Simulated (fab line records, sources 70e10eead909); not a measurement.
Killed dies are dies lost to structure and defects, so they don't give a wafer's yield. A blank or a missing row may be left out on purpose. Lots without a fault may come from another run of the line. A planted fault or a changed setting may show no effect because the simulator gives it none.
Chamber matching | flow nand_harc | NHARC_P_GATE_DESCUM_13 on rie_diel-09: 4 sister chambers
The step chemistry O2, time 3 s. 4 wafers are shown with their chamber, then 10 later ones without.

WAFERS WITH THEIR CHAMBER
wafer  | chamber | drypump_motor_current_A (A)
L082.3 | 1       | 5.2
L082.5 | 2       | 5.5
L083.1 | 3       | 6.5
L083.2 | 0       | 6.0

WAFERS WITHOUT THEIR CHAMBER
wafer  | drypump_motor_current_A (A)
L083.3 | 5.2
L087.3 | 5.5
L087.5 | 6.6
L087.6 | 6.0
L096.2 | 6.6
L096.3 | 6.0
L096.5 | 5.5
L097.3 | 5.9
L097.5 | 5.6
L097.6 | 5.2

WHICH CHAMBER EACH WENT THROUGH
wafer  | from the rows above | in truth
L083.3 | 1                   | 1
L087.3 | 2                   | 2
L087.5 | 3                   | 3
L087.6 | 0                   | 0
L096.2 | 3                   | 3
L096.3 | 0                   | 0
L096.5 | 2                   | 2
L097.3 | 0                   | 0
L097.5 | 2                   | 2
L097.6 | 1                   | 1
Placed correctly: 10 of 10. Can't be placed from these rows: 0. Placed wrongly: 0.
How it was worked out, from the rows above alone: a wafer's distance from a chamber is the root of the sum, over the readings, of the square of ((its reading less the chamber's mean) divided by the reading's scatter). The wafer belongs to the nearest chamber; if the next one is less than 2 further off, it can't be placed. A chamber's mean is the mean of its shown wafers. The scatter: with one shown wafer a chamber, the root of the mean of the squares of how far each hidden wafer lies from its nearest shown one.
